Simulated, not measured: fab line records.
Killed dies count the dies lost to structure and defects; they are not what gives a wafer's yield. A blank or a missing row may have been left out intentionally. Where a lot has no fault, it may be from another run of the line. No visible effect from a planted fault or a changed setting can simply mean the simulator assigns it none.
fab line records    flow nandHarc    part 1 of 2: steps 1 to 21 of 36
[record] lots = 5  wafers = 15  lastDay = 35
route steps=1302 shown P_BONDPAD@363 A_START@389 A_ZERO_WELL@390
lots that met no fault: taken from a fault-free run of the same line
startH: hours from the record's opening day to when the first of the lot's shown wafers began    waitH: hours from the lot's prior step to this one    " repeats the value in the row above    L1.1+2: a row that stands for several wafers    - value missing, or start not given    * or withheld: withheld    < > ~ a bound
route shown NAME@n: names a module that has steps shown in the file, with the first one's number in the route    usual: the fault-free wafers' mean and standard deviation    same: alike in all rows    chamber/n: place in a boat    sites: per-site readings    _std_site: the standard deviation of these    _edge_site: the outer-site mean with the inner-site mean subtracted    radiusMm: how far each site lies from the wafer's centre    mask NAME#n: copy n    behind: the most recent tool/chamber to have shaped the wafer    hold: why the lot was held/for how many hours/how that ended    device: which transistor (n, p or np) failed to switch    end of line: the route-end tests of the same wafers    a step with no rows: only its recipe    killed: dies lost to structure and defects at the first sort, not the wafer's yield    map: a wafer's dies, x killed, . not, _ none there
set.NAME: the setting that was run; set.NAME@STEP: the one run at that earlier step    model.NAME: the simulator's own value behind a step, which no gauge read
lots at some steps of the route; a table a step, a row a wafer
services: a tool's chamber out of use, with start hour (startH, from the record's first day; less than 0 if before it), hours out, and reason
[[steps]]
[step NHARC_P_BONDPAD_DEVELOP_08]
[recipe] timeS = 50  devTempC = 22
lot.wafer   tool           chamber  startH  waitH
L082.3+5+6  lithoTrack-05  0        -       -
L085.1+4+5  lithoTrack-07  0        -       -
L093.1+2+4  lithoTrack-02  0        -       -
L094.1+2+3  lithoTrack-05  0        -       -
L097.1+4+6  lithoTrack-07  0        -       -
[step NHARC_P_BONDPAD_CD_MEAS_09]
[recipe] targetCdNm = 500  landingEnergyEv = 500
[usual] cdNm = 499.5/1.5
lot.wafer  tool      chamber  startH  waitH  cdNm
L082.3     cdSem-03  0        211.32  -      499.4
L082.5     "         0        "       "      496.8
L082.6     "         0        "       "      500.9
L085.1     cdSem-03  0        248.19  -      496.2
L085.4     "         0        "       "      496.3
L085.5     "         0        "       "      497.3
L093.1     cdSem-02  0        328.99  -      503.0
L093.2     "         0        "       "      501.3
L093.4     "         0        "       "      501.8
L094.1     cdSem-02  0        333.55  -      500.9
L094.2     "         0        "       "      500.8
L094.3     "         0        "       "      500.8
L097.1     cdSem-02  0        373.13  -      499.3
L097.4     "         0        "       "      501.7
L097.6     "         0        "       "      499.5
[step NHARC_P_BONDPAD_OVL_MEAS_38]
[usual] overlayXNm = 0/5.7  overlayYNm = 1/5.4
lot.wafer  tool        chamber  startH  waitH  overlayXNm  overlayYNm
L082.3     overlay-02  -        211.40  -      -1          4
L082.5     "           -        "       "      -2          4
L082.6     "           -        "       "      -1          4
L085.1     overlay-01  -        248.28  -      0           -6
L085.4     "           -        "       "      0           -6
L085.5     "           -        "       "      0           -6
L093.1     overlay-01  -        329.09  -      5           1
L093.2     "           -        "       "      4           1
L093.4     "           -        "       "      5           1
L094.1     overlay-01  -        333.63  -      4           -4
L094.2     "           -        "       "      4           -4
L094.3     "           -        "       "      4           -4
L097.1     overlay-02  -        373.22  -      -6          2
L097.4     "           -        "       "      -6          2
L097.6     "           -        "       "      -6          3
[step NHARC_P_BONDPAD_HARDBAKE_10]
[recipe] tempC = 118  timeS = 65
[usual] plateTempC = 118.02/0.14
lot.wafer  tool           chamber  startH  waitH  plateTempC
L082.3     lithoTrack-05  0        211.45  0.0    118.05
L082.5     "              0        "       "      117.98
L082.6     "              0        "       "      117.85
L085.1     lithoTrack-02  0        248.33  0.0    117.88
L085.4     "              0        "       "      117.87
L085.5     "              0        "       "      117.97
L093.1     lithoTrack-07  0        329.14  0.0    118.17
L093.2     "              0        "       "      118.19
L093.4     "              0        "       "      118.24
L094.1     lithoTrack-02  0        333.68  0.0    118.08
L094.2     "              0        "       "      118.18
L094.3     "              0        "       "      118.05
L097.1     lithoTrack-02  0        373.27  0.0    118.11
L097.4     "              0        "       "      118.23
L097.6     "              0        "       "      117.95
[step NHARC_P_BONDPAD_DESCUM_11]
[recipe] timeS = 3  o2FlowSccm = 200  arFlowSccm = 0  biasPowerW = 0  chemistry = O2
[usual] drypumpMotorCurrentA = 5.5/0.42  oesProductAu = 0.997/0.0065  rfVppV = 57.7/0.88  showerheadPlenumPTorr = 1.89/0.082  throttleValvePct = 11.313/0.0095
lot.wafer  tool        chamber  startH  waitH  drypumpMotorCurrentA  oesProductAu  rfHoursCounterH  rfVppV  showerheadPlenumPTorr  throttleValvePct
L082.3     rieDiel-13  2        211.53  -      5.8                   1.007         1.0              58.1    1.94                   11.335
L082.5     "           0        "       "      5.2                   0.999         -                56.7    1.82                   11.314
L082.6     "           2        "       "      5.8                   1.008         -                57.9    1.94                   11.313
L085.4     rieDiel-11  0        248.42  -      6.1                   0.997         8.1              56.6    1.84                   11.317
L085.1     "           1        "       "      5.3                   0.984         8.4              58.6    2.03                   11.305
L085.5     "           3        "       "      6.1                   0.998         -                56.9    1.83                   11.323
L093.2     rieDiel-11  3        329.22  -      6.2                   1.001         4.2              57.6    1.83                   11.289
L093.1     "           0        "       "      6.1                   1.005         4.3              58.7    1.84                   11.316
L093.4     "           1        "       "      5.3                   0.992         4.1              59.8    2.02                   11.309
L094.3     rieDiel-11  0        333.76  -      6.1                   1.004         5.0              58.3    1.84                   11.305
L094.1     "           1        "       "      5.3                   0.994         4.8              59.0    2.02                   11.301
L094.2     "           3        "       "      6.2                   0.992         4.8              56.5    1.83                   11.312
L097.1     rieDiel-06  0        373.35  -      5.0                   1.003         1.6              59.4    2.06                   11.314
L097.4     "           2        "       "      5.3                   0.989         1.9              58.1    1.88                   11.299
L097.6     "           3        "       "      6.1                   0.998         -                57.7    1.87                   11.311
[step NHARC_P_BONDPAD_ETCH_37]
[recipe] targetDepthA = 600  overetchA = 180  timeS = 65.91  ionEnergyEv = 200  n2FlowSccm = 150  h2FlowSccm = 150  arFlowSccm = 0  rfW = 400  biasW = 150  chemistry = N2/H2
[usual] drypumpMotorCurrentA = 5.5/0.43  oesProductAu = 0.999/0.0081  rfVppV = 429.9/2.8  showerheadPlenumPTorr = 2.02/0.092  throttleValvePct = 14.172/0.0089
lot.wafer  tool        chamber  startH  waitH  drypumpMotorCurrentA  oesProductAu  rfHoursCounterH  rfVppV  showerheadPlenumPTorr  throttleValvePct
L082.3     rieDiel-13  3        211.63  0.1    5.8                   1.023         1.2              430.3   2.04                   14.160
L082.6     "           2        "       "      5.8                   1.012         -                431.1   2.07                   14.165
L082.5     "           3        "       "      5.8                   1.005         -                429.9   2.04                   14.170
L085.4     rieDiel-11  2        248.50  0.1    4.9                   0.998         8.5              426.9   1.93                   14.165
L085.1     "           0        "       "      6.1                   0.987         8.1              429.7   1.96                   14.170
L085.5     "           2        "       "      4.9                   0.995         -                427.3   1.93                   14.182
L093.2     rieDiel-11  0        329.30  0.1    6.1                   0.994         4.3              428.4   1.96                   14.172
L093.4     "           1        "       "      5.3                   1.001         4.1              433.4   2.16                   14.174
L093.1     "           2        "       "      4.9                   0.989         3.3              425.9   1.93                   14.163
L094.1     rieDiel-11  2        333.84  0.1    4.9                   1.005         3.8              428.4   1.93                   14.161
L094.2     "           3        "       "      6.2                   1.002         4.8              428.6   1.95                   14.186
L094.3     "           0        "       "      6.1                   1.008         5.0              427.9   1.96                   14.155
L097.1     rieDiel-06  0        373.43  0.1    5.1                   1.002         1.6              435.9   2.21                   14.174
L097.4     "           3        "       "      6.0                   0.988         1.7              429.5   1.99                   14.160
L097.6     "           0        "       "      5.1                   1.002         -                434.8   2.21                   14.169
[step NHARC_P_BONDPAD_ETCH_12]
[recipe] targetDepthA = 2000  timeS = 100  chf3FlowSccm = 50  o2FlowSccm = 10  arFlowSccm = 200  rfW = 500  biasW = 200  chemistry = CHF3/O2
[usual] drypumpMotorCurrentA = 5.6/0.42  oesProductAu = 0.945/0.023  rfVppV = 369.8/2.3  showerheadPlenumPTorr = 2.37/0.098  throttleValvePct = 20.573/0.0089
lot.wafer  tool        chamber  startH  waitH  drypumpMotorCurrentA  oesProductAu  rfHoursCounterH  rfVppV  showerheadPlenumPTorr  throttleValvePct
L082.3     rieDiel-13  0        -       -      5.1                   0.951         1.2              369.6   2.29                   20.570
L082.6     "           3        "       "      5.7                   0.950         -                368.7   2.40                   20.580
L082.5     "           0        "       "      5.2                   0.953         -                368.4   2.29                   20.588
L085.1     rieDiel-11  3        -       -      6.1                   0.923         6.3              369.3   2.30                   20.563
L085.4     "           1        "       "      5.3                   0.917         8.5              374.5   2.54                   20.574
L085.5     "           3        "       "      6.2                   0.922         -                369.6   2.30                   20.584
L093.2     rieDiel-11  1        -       -      5.3                   0.932         4.1              373.6   2.53                   20.578
L093.1     "           2        "       "      4.9                   0.928         3.3              367.1   2.28                   20.581
L093.4     "           3        "       "      6.2                   0.925         4.3              368.9   2.30                   20.584
L094.2     rieDiel-11  2        -       -      4.9                   0.983         3.8              368.1   2.28                   20.564
L094.1     "           3        "       "      6.2                   0.980         4.8              366.8   2.30                   20.569
L094.3     "           1        "       "      5.3                   0.952         4.8              373.6   2.53                   20.580
L097.1     rieDiel-06  1        -       -      5.4                   0.921         1.9              368.5   2.33                   20.575
L097.4     "           2        "       "      5.3                   0.928         2.0              370.0   2.37                   20.575
L097.6     "           1        "       "      5.4                   0.920         -                367.8   2.33                   20.559
[step NHARC_P_BONDPAD_CD_MEAS_13]
[usual] cdNm = 499.0/1.5
lot.wafer  tool      chamber  startH  waitH  cdNm
L082.3     cdSem-02  -        211.89  -      498.5
L082.5     "         -        "       "      496.0
L082.6     "         -        "       "      501.4
L085.1     cdSem-01  -        248.72  -      495.4
L085.4     "         -        "       "      495.9
L085.5     "         -        "       "      496.9
L093.1     cdSem-02  -        329.53  -      502.3
L093.2     "         -        "       "      500.4
L093.4     "         -        "       "      500.2
L094.1     cdSem-01  -        334.08  -      499.4
L094.2     "         -        "       "      501.2
L094.3     "         -        "       "      500.3
L097.1     cdSem-01  -        373.66  -      499.1
L097.4     "         -        "       "      500.1
L097.6     "         -        "       "      499.1
[step NHARC_P_BONDPAD_STRIP_15]
[recipe] o2FlowSccm = 500  arFlowSccm = 0  biasW = 0  chemistry = O2
[usual] drypumpMotorCurrentA = 5.5/0.41  oesProductAu = 0.998/0.0067  rfVppV = 57.7/0.97  showerheadPlenumPTorr = 3.50/0.15  throttleValvePct = 17.036/0.0094
lot.wafer  tool        chamber  startH  waitH  drypumpMotorCurrentA  oesProductAu  rfHoursCounterH  rfVppV  showerheadPlenumPTorr  throttleValvePct
L082.3     rieDiel-13  0        211.96  0.1    5.2                   0.999         1.3              56.1    3.37                   17.035
L082.6     "           0        "       "      5.2                   0.994         -                56.0    3.37                   17.038
L082.5     "           3        "       "      5.8                   0.993         -                57.5    3.52                   17.030
L085.1     rieDiel-06  2        248.81  0.1    5.3                   0.995         3.4              57.8    3.48                   17.026
L085.4     "           3        "       "      6.1                   0.999         3.6              58.5    3.45                   17.042
L085.5     "           1        "       "      5.4                   0.992         -                56.4    3.43                   17.049
L093.2     rieDiel-06  0        329.61  0.1    5.1                   0.992         0.2              56.0    3.79                   17.047
L093.1     "           1        "       "      5.4                   0.988         0.3              57.9    3.43                   17.040
L093.4     "           2        "       "      5.3                   0.989         0.3              57.5    3.48                   17.030
L094.2     rieDiel-13  0        334.16  0.1    5.2                   1.003         8.7              58.9    3.37                   17.044
L094.1     "           1        "       "      5.4                   0.992         7.5              58.0    3.33                   17.039
L094.3     "           3        "       "      5.7                   0.995         7.7              57.0    3.52                   17.027
L097.1     rieDiel-13  1        373.75  0.1    5.4                   1.005         1.1              58.0    3.33                   17.014
L097.4     "           3        "       "      5.7                   1.010         1.1              56.8    3.52                   17.047
L097.6     "           1        "       "      5.4                   0.998         -                56.6    3.33                   17.035
[step NHARC_P_BONDPAD_ETCH_24]
[recipe] targetDepthA = 300  overEtchFrac = 0.3  timeS = 72.99  ionEnergyEv = 150  cf4FlowSccm = 50  n2FlowSccm = 100  arFlowSccm = 150  rfW = 300  biasW = 100  chemistry = CF4/N2
[usual] drypumpMotorCurrentA = 5.6/0.42  oesProductAu = 0.999/0.0073  rfVppV = 313.6/2  showerheadPlenumPTorr = 2.59/0.1  throttleValvePct = 19.795/0.0087
lot.wafer  tool        chamber  startH  waitH  drypumpMotorCurrentA  oesProductAu  rfHoursCounterH  rfVppV  showerheadPlenumPTorr  throttleValvePct
L082.3     rieDiel-13  0        212.16  0.2    5.2                   0.999         1.3              311.7   2.51                   19.792
L082.5     "           2        "       "      5.8                   0.989         -                315.4   2.66                   19.793
L082.6     "           3        "       "      5.7                   0.998         -                315.4   2.62                   19.782
L085.4     rieDiel-06  0        -       -      5.1                   0.993         3.8              317.7   2.82                   19.790
L085.1     "           3        "       "      6.1                   0.997         3.6              313.0   2.57                   19.797
L085.5     "           0        "       "      5.1                   0.998         -                318.5   2.82                   19.792
L093.2     rieDiel-06  0        -       -      5.0                   0.995         0.3              317.4   2.82                   19.796
L093.4     "           1        "       "      5.5                   1.004         0.3              314.5   2.55                   19.795
L093.1     "           2        "       "      5.3                   0.993         0.3              313.5   2.59                   19.783
L094.1     rieDiel-13  3        -       -      5.7                   0.994         7.7              313.1   2.62                   19.800
L094.2     "           1        "       "      5.4                   0.994         7.5              311.9   2.48                   19.798
L094.3     "           2        "       "      5.8                   0.992         6.8              314.5   2.65                   19.782
L097.4     rieDiel-13  3        -       -      5.7                   1.009         1.1              313.7   2.62                   19.811
L097.1     "           1        "       "      5.4                   1.000         1.1              312.3   2.48                   19.787
L097.6     "           3        "       "      5.7                   1.012         -                315.7   2.62                   19.784
[step NHARC_P_BONDPAD_STRIP_16]
[recipe] timeS = 600  tempC = 30  chemistry = postEtchResidueRemover
lot.wafer   tool         chamber  startH  waitH
L082.5+3+6  wetBench-08  2,3,6    212.28  -
L085.1+5+4  wetBench-08  0,2,3    249.09  -
L093.4+2+1  wetBench-10  0,1,3    329.90  -
L094.2+3+1  wetBench-10  2,3,5    334.45  -
L097.1+4+6  wetBench-08  6,7,0    374.03  -
[step NHARC_P_BONDPAD_DEGAS_25]
[recipe] tempC = 300  timeS = 60
[usual] heaterPowerW = 456/40  susceptorTempC = 300.00/0.21
lot.wafer  tool           chamber  startH  waitH  heaterPowerW  susceptorTempC
L082.3     pvdSputter-01  -        212.56  -      435           299.93
L082.5     "              -        "       "      450           300.33
L082.6     "              -        "       "      476           300.28
L085.1     pvdSputter-03  -        249.35  -      406           299.86
L085.4     "              -        "       "      451           299.70
L085.5     "              -        "       "      506           299.78
L093.1     pvdSputter-01  -        330.15  -      426           299.98
L093.4     "              -        "       "      451           300.25
L093.2     "              -        "       "      427           299.80
L094.3     pvdSputter-02  -        334.71  -      494           300.26
L094.2     "              -        "       "      387           299.82
L094.1     "              -        "       "      450           299.99
L097.4     pvdSputter-01  -        374.28  -      502           300.00
L097.1     "              -        "       "      458           300.17
L097.6     "              -        "       "      482           300.00
[step NHARC_P_BONDPAD_PRE_CLEAN_26]
[recipe] timeS = 30  tempC = 280  gas = H2/He
[usual] heaterPowerW = 399/34  susceptorTempC = 280.01/0.19
lot.wafer  tool           chamber  startH  waitH  heaterPowerW  susceptorTempC
L082.3     pvdSputter-01  -        -       -      390           280.12
L082.6     "              -        "       "      417           280.15
L082.5     "              -        "       "      393           280.28
L085.4     pvdSputter-03  -        -       -      364           280.12
L085.1     "              -        "       "      376           280.15
L085.5     "              -        "       "      351           280.22
L093.4     pvdSputter-01  -        -       -      374           279.63
L093.1     "              -        "       "      426           279.90
L093.2     "              -        "       "      383           279.89
L094.1     pvdSputter-02  -        -       -      429           280.13
L094.2     "              -        "       "      350           279.96
L094.3     "              -        "       "      404           279.61
L097.1     pvdSputter-01  -        -       -      365           280.23
L097.4     "              -        "       "      432           280.44
L097.6     "              -        "       "      390           279.56
[step NHARC_P_BONDPAD_PVD_17]
[recipe] targetThkA = 50  biasV = 168.6  powerW = 15000  chamberPressurePa = 0.12  timeS = 8.06  substrateTempC = 50  material = TaN
[usual] biasV = 168.8/1.6  throttleValvePct = 30.0/1.1
lot.wafer  tool           chamber  startH  waitH  biasV  throttleValvePct
L082.3     pvdSputter-01  -        -       -      169.9  28.4
L082.5     "              -        "       "      170.1  28.4
L082.6     "              -        "       "      168.0  30.3
L085.1     pvdSputter-03  -        -       -      169.3  29.7
L085.4     "              -        "       "      166.3  27.5
L085.5     "              -        "       "      170.9  29.5
L093.1     pvdSputter-01  -        -       -      167.5  28.4
L093.4     "              -        "       "      170.6  30.3
L093.2     "              -        "       "      168.0  30.1
L094.1     pvdSputter-02  -        -       -      166.8  28.6
L094.2     "              -        "       "      168.3  29.6
L094.3     "              -        "       "      169.6  31.1
L097.4     pvdSputter-01  -        -       -      166.8  30.4
L097.1     "              -        "       "      169.2  30.0
L097.6     "              -        "       "      168.5  30.2
[step NHARC_P_BONDPAD_PVD_27]
[recipe] targetThkA = 300  chamberPressurePa = 5  powerW = 5000  substrateTempC = 30  timeS = 20.49  material = Cu
[usual] throttleValvePct = 30.0/1
lot.wafer  tool           chamber  startH  waitH  throttleValvePct
L082.3     pvdSputter-01  -        -       -      30.2
L082.5     "              -        "       "      30.2
L082.6     "              -        "       "      30.1
L085.4     pvdSputter-03  -        -       -      29.3
L085.1     "              -        "       "      31.5
L085.5     "              -        "       "      31.5
L093.1     pvdSputter-01  -        -       -      28.8
L093.2     "              -        "       "      30.2
L093.4     "              -        "       "      29.7
L094.3     pvdSputter-02  -        -       -      31.0
L094.1     "              -        "       "      28.7
L094.2     "              -        "       "      31.3
L097.4     pvdSputter-01  -        -       -      30.1
L097.1     "              -        "       "      28.6
L097.6     "              -        "       "      30.2
[step NHARC_P_BONDPAD_ECD_18]
[recipe] targetThkA = 4000  bathTempC = 25  material = Cu
lot.wafer   tool      chamber  startH  waitH
L082.3+6+5  ecdCu-01  1,0,1    213.09  -
L085.1+4+5  ecdCu-01  0,1,0    249.70  -
L093.1+2+4  ecdCu-02  0,1,0    330.67  -
L094.2+1+3  ecdCu-02  0,1,0    335.07  -
L097.1+4+6  ecdCu-01  1,0,1    374.65  -
[step NHARC_P_BONDPAD_ANNEAL_28]
[recipe] tempC = 225  timeS = 90
[usual] wafer_temp_C_max = 226.31/0.3
lot.wafer  tool          chamber  startH  waitH  wafer_temp_C_max
L082.3     rtpAnneal-01  0        213.43  0.3    226.44
L082.5     "             0        "       "      226.07
L082.6     "             0        "       "      226.17
L085.1     rtpAnneal-01  0        250.09  0.3    226.57
L085.4     "             0        "       "      226.04
L085.5     "             0        "       "      226.56
L093.1     rtpAnneal-02  0        331.06  0.3    226.45
L093.2     "             0        "       "      226.24
L093.4     "             0        "       "      226.43
L094.1     rtpAnneal-01  0        335.44  -      226.18
L094.2     "             0        "       "      225.65
L094.3     "             0        "       "      226.06
L097.1     rtpAnneal-02  0        375.03  -      226.04
L097.4     "             0        "       "      226.09
L097.6     "             0        "       "      225.92
[step NHARC_P_BONDPAD_CMP_19]
[recipe] tOverpolishS = 30  cuRecessTouchS = 16  targetThkNm = 160.81
[usual] motorCurrentA = 11.7/1.2  overpolishRunS = 29.999/0.0087
lot.wafer  tool    chamber  startH  waitH  motorCurrentA  overpolishRunS
L082.3     cmp-01  3        213.66  -      12.6           30.002
L082.6     "       3        "       "      12.1           29.992
L082.5     "       0        "       "      13.2           29.985
L085.1     cmp-01  1        250.49  -      13.4           30.005
L085.4     "       2        "       "      12.4           29.991
L085.5     "       0        "       "      13.2           30.013
L093.1     cmp-01  3        331.44  -      12.6           29.996
L093.2     "       0        "       "      13.4           30.007
L093.4     "       1        "       "      13.9           30.002
L094.3     cmp-03  0        335.78  -      10.1           29.980
L094.2     "       2        "       "      11.0           30.010
L094.1     "       3        "       "      11.7           30.002
L097.1     cmp-03  0        375.37  -      10.3           29.999
L097.4     "       2        "       "      10.8           29.992
L097.6     "       0        "       "      10.2           29.976
[step NHARC_P_BONDPAD_THK_MEAS_20]
[recipe] thkMeasGauge = xrf
[usual] thkNm = 160.6/1.5
lot.wafer  tool          chamber  startH  waitH  thkNm
L082.3     filmMetro-02  -        213.99  -      160.9
L082.5     "             -        "       "      161.5
L082.6     "             -        "       "      161.4
L085.1     filmMetro-01  -        250.75  -      161.0
L085.4     "             -        "       "      160.2
L085.5     "             -        "       "      161.4
L093.1     filmMetro-01  -        331.73  -      161.9
L093.2     "             -        "       "      160.3
L093.4     "             -        "       "      158.2
L094.1     filmMetro-02  -        336.11  -      160.2
L094.2     "             -        "       "      157.7
L094.3     "             -        "       "      157.0
L097.1     filmMetro-01  -        375.70  -      158.1
L097.4     "             -        "       "      159.4
L097.6     "             -        "       "      158.6
[step NHARC_P_BONDPAD_SRD_21]
[recipe] timeS = 30  tempC = 23  dryTimeS = 20  spinRpm = 1500
[same] dryTimeS = 20
lot.wafer   tool         chamber  startH  waitH
L082.3+5+6  wetBench-10  3,5,0    214.03  0.0
L085.5+1+4  wetBench-08  7,0,2    250.80  0.0
L093.2+1+4  wetBench-08  6,0,1    331.78  0.0
L094.3+2+1  wetBench-10  2,3,5    336.15  0.0
L097.6+1+4  wetBench-08  4,5,6    375.74  0.0
[step NHARC_P_BONDPAD_INSPECT_23]
[usual] rawDefectCount = 336/120
lot.wafer  tool              chamber  startH  waitH  rawDefectCount
L082.3     defectInspect-02  -        214.19  0.0    275
L082.5     "                 -        "       "      619
L082.6     "                 -        "       "      259
L085.1     defectInspect-01  -        250.97  0.0    248
L085.4     "                 -        "       "      300
L085.5     "                 -        "       "      152
L093.1     defectInspect-01  -        331.94  0.0    245
L093.2     "                 -        "       "      253
L093.4     "                 -        "       "      225
L094.1     defectInspect-01  -        336.34  0.0    294
L094.2     "                 -        "       "      163
L094.3     "                 -        "       "      218
L097.1     defectInspect-02  -        375.90  0.0    171
L097.4     "                 -        "       "      222
L097.6     "                 -        "       "      207
